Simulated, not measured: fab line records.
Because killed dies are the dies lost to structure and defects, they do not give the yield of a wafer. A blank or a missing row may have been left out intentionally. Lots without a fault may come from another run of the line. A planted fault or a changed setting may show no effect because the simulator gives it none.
Matching of chambers -- flow n5Finfet -- N5_BEOL_M5_STRIP_36 on rieDiel-01: 4 sister chambers
The step strips in N2/H2. 22 wafers are shown with their chamber, then 11 later ones without.

WAFERS, EACH WITH ITS CHAMBER
wafer,chamber,drypumpMotorCurrentA (A),showerheadPlenumPTorr (Torr),throttleValvePct (%)
L077.3,1,5.8,2.52,23.3
L077.4,3,6.3,2.47,23.2
L077.6,0,5.2,2.64,23.9
L078.2,0,5.2,2.64,23.9
L078.4,3,6.2,2.47,23.2
L078.5,2,6.1,2.40,23.6
L080.1,0,5.2,2.64,23.9
L080.4,2,6.1,2.40,23.6
L080.6,1,5.8,2.52,23.3
L085.2,2,6.1,2.39,23.6
L085.4,1,5.8,2.51,23.3
L085.6,1,5.8,2.51,23.3
L086.1,3,6.2,2.47,23.2
L086.2,2,6.1,2.39,23.6
L086.4,0,5.2,2.63,23.9
L084.1,0,5.2,2.63,23.8
L084.5,3,6.3,2.46,23.3
L084.6,0,5.2,2.63,23.9
L090.2,2,6.1,2.39,23.6
L090.3,3,6.2,2.46,23.3
L090.4,1,5.8,2.51,23.3
L091.1,2,6.1,2.39,23.6

SIGNATURES, as means of the wafers listed above
reading,chamber 0,chamber 1,chamber 2,chamber 3,scatter within a chamber
drypumpMotorCurrentA,5.200,5.800,6.100,6.240,0.0258
showerheadPlenumPTorr,2.6350,2.5140,2.3933,2.4660,0.00539
throttleValvePct,23.883,23.300,23.600,23.240,0.0336
Rule: a wafer's distance from a chamber is the root of the sum, over the readings, of the square of ((its reading less the chamber's mean) divided by the reading's scatter). The wafer belongs to the nearest chamber; if the next one is less than 2 further off, it can't be placed. The scatter: take each reading less its chamber's mean, square it, sum over the shown wafers, divide by the number of wafers less the number of chambers, and take the root.

WAFERS MISSING THEIR CHAMBER
wafer,drypumpMotorCurrentA (A),showerheadPlenumPTorr (Torr),throttleValvePct (%)
L091.3,5.1,2.63,23.9
L091.4,6.1,2.39,23.6
L093.1,5.9,2.51,23.3
L093.2,5.2,2.63,23.9
L093.3,6.2,2.46,23.2
L095.2,5.8,2.50,23.3
L095.4,6.2,2.46,23.3
L095.5,5.8,2.50,23.3
L097.4,6.1,2.71,23.4
L097.5,6.2,2.46,23.3
L097.6,6.1,2.71,23.4

THE CHAMBER EACH PASSED THROUGH
wafer,from the rows above,in truth
L091.3,0,0
L091.4,2,2
L093.1,1,1
L093.2,0,0
L093.3,3,3
L095.2,1,1
L095.4,3,3
L095.5,1,1
L097.4,can't be placed: 1 or 0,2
L097.5,3,3
L097.6,can't be placed: 1 or 0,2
Correct placement for 9 of the 11. From these rows, 2 cannot be placed; in 0 the true chamber is one of the candidates. Number placed wrongly: 0.
